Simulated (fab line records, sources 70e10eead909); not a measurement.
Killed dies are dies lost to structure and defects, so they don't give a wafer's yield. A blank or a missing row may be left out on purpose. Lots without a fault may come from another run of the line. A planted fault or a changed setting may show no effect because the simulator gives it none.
A struck lot beside a sound one | flow nand_harc | 14 steps out of a route of 1302
Sound: wafers L687.1, L687.3, L687.5. Struck: wafers L694.1, L694.3, L694.5. The cause comes at the end.
At each step with rows: each side's tool, then ch and its chambers, then its first start. Under that, the readings that differ: sound wafers | struck wafers | difference of the means | sigmas: that difference in standard deviations of wafers without a fault.
alike: readings whose means differ by less than 2 such deviations, and words and numbers that are the same on both sides. not compared: withheld readings, readings that some wafer has no value for, bounds like >300 that may hide the same value, and numbers for which the record gives no deviation and whose values overlap.
The two part at a step that has a row with sigmas, a row that says differs or no value, or rows on one side only. Numbers that don't overlap but have no deviation are shown without sigmas and don't part them. A reading that every wafer of one side lacks parts them only if that side has two wafers or more.

first, 4 steps without rows for these wafers: NHARC_A_DECK1_JOINT_CURE_26 (time 32 s); NHARC_A_DECK1_JOINT_ANNEAL_27 (time 3600 s); NHARC_A_DECK1_JOINT_ANNEAL_28 (time 1800 s); NHARC_A_DECK1_JOINT_ANNEAL_29 (time 1800 s).
NHARC_A_DECK1_JOINT_CMP_02: polishes SiOx.
  sound on cmp-01 ch 0,1,3, day 15 15:19; struck on cmp-04 ch 0,1,2, day 18 04:20
  alike: motor_current_A
then, 1 step without rows for these wafers: NHARC_A_DECK1_JOINT_SRD_15.
NHARC_A_DECK1_JOINT_DEP_16: deposits SiO2, target thk 45 nm.
  sound on pecvd-03 ch 0,1,2, day 15 15:41; struck on pecvd-04 ch 0,1,2, day 18 04:46
  alike: heater_power_outer_w, heater_power_w, showerhead_vpp_V, throttle_valve_pct
NHARC_A_DECK1_JOINT_THK_MEAS_17: measures by ellipsometry.
  sound on film_metro-02, day 15 15:58; struck on film_metro-02, day 18 05:01
  alike: thk_nm
NHARC_A_DECK1_JOINT_INSPECT_05:
  sound on defect_inspect-02, day 15 15:59; struck on defect_inspect-02, day 18 05:02
  alike: raw_defect_count
then, 1 step without rows for these wafers: NHARC_A_ONON_D2_DEP_00 (target thk 1000 nm).
NHARC_A_ONON_D2_THK_MEAS_02: measures by ellipsometry.
  sound on film_metro-02, day 15 16:35; struck on film_metro-01, day 18 05:37
  alike: thk_nm
NHARC_A_ONON_D2_DEP_03: target thk 1000 nm.
  sound on pecvd_onon-02 ch 0, day 15 16:38; struck on pecvd_onon-02 ch 0, day 18 05:41
NHARC_A_ONON_D2_THK_MEAS_05: measures by ellipsometry.
  sound on film_metro-01, day 15 17:08; struck on film_metro-02, day 18 06:22
  reading     | sound        | struck      | difference | sigmas
  thk_nm (nm) | 998 997 1000 | 509 510 509 | -489       | -51
  not compared: hold
NHARC_END_SORT_01:
  the record has rows for the sound wafers here (prober-02 ch 0, day 27 11:00) and none for the struck ones

WHERE THEY PART
First at NHARC_A_ONON_D2_THK_MEAS_05; last, within this record, at NHARC_END_SORT_01.

WHY: what the simulator had put in
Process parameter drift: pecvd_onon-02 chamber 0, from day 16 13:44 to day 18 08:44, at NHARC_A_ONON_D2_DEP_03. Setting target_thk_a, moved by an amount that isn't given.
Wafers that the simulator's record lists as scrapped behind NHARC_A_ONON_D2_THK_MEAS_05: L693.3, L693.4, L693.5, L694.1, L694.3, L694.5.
